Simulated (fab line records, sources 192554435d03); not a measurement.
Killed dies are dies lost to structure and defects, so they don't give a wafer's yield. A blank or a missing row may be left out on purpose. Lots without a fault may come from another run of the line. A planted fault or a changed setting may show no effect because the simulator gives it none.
Split-lot experiment | flow n5_finfet | 7 lots, 39 wafers read, on a route of 1938 steps

THE SPLIT
At N5_BEOL_M7_TRENCH_ETCH_37 (etches SiCOH lowk in C4F6/O2, target depth 93.478 nm, time 31.2 s), the setting time_s was moved away from the recipe's 31.2 s on 18 of the 39 wafers read, by -40.3% to +29.3%. The other wafers ran this setting at the recipe's value.

FROM THE SPLIT TO THE READING: what the file shows between them, 11 steps
- N5_BEOL_M7_ETCH_41: etches SiCN in CH3F/O2, target depth 31.9 nm, time 57.8 s
- N5_BEOL_M7_STRIP_80: strips in N2/H2, time 10 s
- N5_BEOL_M7_OCD_MEAS_38
- N5_BEOL_M7_HM_STRIP_39: strips TiN in peroxide tin strip, target depth 25 nm, time 158 s
- N5_BEOL_M7_SRD_40: time 30 s
- N5_BEOL_M7_ECD_50: material Cu, target thk 300 nm
- N5_BEOL_M7_ANNEAL_51: time 90 s
- N5_BEOL_M7_CMP_52: polishes, stops on SiCOH lowk, t overpolish 6.9 s, target thk 80 nm
- N5_BEOL_M7_THK_MEAS_53: measures by xrf
- N5_BEOL_M7_PRE_CLEAN_55: time 15 s
- N5_BEOL_M7_DEP_56: deposits SiCN from 3MS/NH3, target thk 10 nm, time 17.5 s

THE READING
M7_RS, in ohm/sq, at N5_BEOL_M7_RS_MEAS_57 (measures by four-point-probe). Fault-free wafers of this fab line usually give 0.284 ohm/sq, standard deviation 0.0078 ohm/sq.

wafer  | tool, chamber at the split | time_s as run, s | against the recipe | M7_RS, ohm/sq | against lot-mates on the recipe
L074.1 | rie_diel-02, 2             | 22.33            | -28.4%             | 0.431         | +0.154
L074.2 | rie_diel-02, 0             | 31.2             | recipe             | 0.282         | -
L074.3 | rie_diel-02, 1             | 22.33            | -28.4%             | 0.435         | +0.158
L074.4 | rie_diel-02, 3             | 31.2             | recipe             | 0.278         | -
L074.5 | rie_diel-02, 0             | 31.2             | recipe             | 0.272         | -
L074.6 | rie_diel-02, 1             | 22.33            | -28.4%             | 0.439         | +0.162
L078.1 | rie_diel-06, 3             | 31.2             | recipe             | 0.289         | -
L078.2 | rie_diel-06, 1             | 31.2             | recipe             | 0.284         | -
L078.3 | rie_diel-06, 0             | 31.2             | recipe             | 0.290         | -
L078.4 | rie_diel-06, 1             | 21.05            | -32.5%             | 0.516         | +0.228
L078.5 | rie_diel-06, 0             | 21.05            | -32.5%             | 0.511         | +0.223
L078.6 | rie_diel-06, 3             | 21.05            | -32.5%             | 0.513         | +0.225
L079.1 | rie_diel-05, 1             | 40.33            | +29.3%             | 0.203         | -0.081
L079.2 | rie_diel-05, 3             | 40.33            | +29.3%             | 0.209         | -0.075
L079.3 | rie_diel-05, 0             | 31.2             | recipe             | 0.285         | -
L079.4 | rie_diel-05, 2             | 31.2             | recipe             | 0.284         | -
L079.5 | rie_diel-05, 3             | 40.33            | +29.3%             | 0.205         | -0.079
L079.6 | rie_diel-05, 2             | 31.2             | recipe             | 0.282         | -
L082.1 | rie_diel-02, 3             | 31.2             | recipe             | 0.276         | -
L082.2 | rie_diel-02, 0             | 31.2             | recipe             | 0.290         | -
L082.3 | rie_diel-02, 2             | 31.2             | recipe             | 0.275         | -
L082.4 | rie_diel-02, 1             | 18.63            | -40.3%             | 0.619         | +0.339
L082.5 | rie_diel-02, 2             | 18.63            | -40.3%             | 0.599         | +0.319
L082.6 | rie_diel-02, 3             | 18.63            | -40.3%             | 0.618         | +0.338
L089.1 | rie_diel-02, 1             | 31.2             | recipe             | 0.282         | -
L089.2 | rie_diel-02, 3             | 19.87            | -36.3%             | 0.563         | +0.282
L089.3 | rie_diel-02, 2             | 31.2             | recipe             | 0.280         | -
L089.4 | rie_diel-02, 0             | 19.87            | -36.3%             | 0.566         | +0.285
L089.5 | rie_diel-02, 3             | 31.2             | recipe             | 0.282         | -
L089.6 | rie_diel-02, 2             | 19.87            | -36.3%             | 0.534         | +0.253
L091.1 | rie_diel-02, 3             | 31.2             | recipe             | 0.277         | -
L091.2 | rie_diel-02, 0             | 31.2             | recipe             | 0.286         | -
L091.3 | rie_diel-02, 1             | 31.2             | recipe             | 0.278         | -
L095.1 | rie_diel-05, 2             | 36.28            | +16.3%             | 0.240         | -0.058
L095.2 | rie_diel-05, 1             | 36.28            | +16.3%             | 0.242         | -0.056
L095.3 | rie_diel-05, 3             | 31.2             | recipe             | 0.298         | -
L095.4 | rie_diel-05, 0             | 31.2             | recipe             | 0.297         | -
L095.5 | rie_diel-05, 2             | 31.2             | recipe             | 0.300         | -
L095.6 | rie_diel-05, 3             | 36.28            | +16.3%             | 0.245         | -0.053

THE FIT
A straight line over all 39 wafers: M7_RS changes by -0.006 ohm/sq for each +1% of time_s; r = -0.96; the points scatter about the line by 0.038 ohm/sq.
The same after taking each lot's own level away (the mean of its wafers on the recipe; 39 wafers): -0.00611 ohm/sq for each +1%; r = -0.96; scatter 0.037 ohm/sq.
On that fit, the largest move of time_s shifts the reading by 0.25 ohm/sq.
The lots' own levels span 0.2773 to 0.2983 ohm/sq, that is 2.7 times the standard deviation above.
So the lot-to-lot level changes the slope little: the two slopes agree.
Check: with one of the wafers moved furthest among these (-40.3%) left out of the fit, the line predicts +0.261 ohm/sq for it against its lot-mates. It came out at +0.339 ohm/sq against them.

THE WHOLE CHAIN: every reading that the file lists as answering this split, in the file's order
step                      | what it does                                                        | reading                                                                          | change (the file's fit)                | r (the file's)
N5_BEOL_M7_TRENCH_ETCH_37 | etches SiCOH lowk in C4F6/O2, target depth 93.478 nm, time 31.2 s   | etch.depth_nm (the simulator's own value, which no gauge read)                   | +0.931 nm for each +1% of the setting  | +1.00
N5_BEOL_M7_TRENCH_ETCH_37 | etches SiCOH lowk in C4F6/O2, target depth 93.478 nm, time 31.2 s   | BEOL_M7.feature_depth_nm (the simulator's own value, which no gauge read)        | +0.932 nm for each +1% of the setting  | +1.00
N5_BEOL_M7_TRENCH_ETCH_37 | etches SiCOH lowk in C4F6/O2, target depth 93.478 nm, time 31.2 s   | TiN_of_BEOL_M7_HM_DEP_02.thk_nm (the simulator's own value, which no gauge read) | -0.0264 nm for each +1% of the setting | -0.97
N5_BEOL_M7_OCD_MEAS_38    |                                                                     | trench_depth_nm                                                                  | +0.934 nm for each +1% of the setting  | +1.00
N5_BEOL_M7_CMP_52         | polishes, stops on SiCOH lowk, t overpolish 6.9 s, target thk 80 nm | Cu_of_BEOL_M7_ECD_50.thk_nm (the simulator's own value, which no gauge read)     | +0.931 nm for each +1% of the setting  | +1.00
N5_BEOL_M7_THK_MEAS_53    | measures by xrf                                                     | M7_THK                                                                           | +0.942 for each +1% of the setting     | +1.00
N5_BEOL_M7_RS_MEAS_57     | measures by four-point-probe                                        | M7_RS                                                                            | -0.00646 for each +1% of the setting   | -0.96

THE FILE'S OWN FIT
M7_RS changes by -0.00646 ohm/sq for each +1% of time_s, r = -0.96.
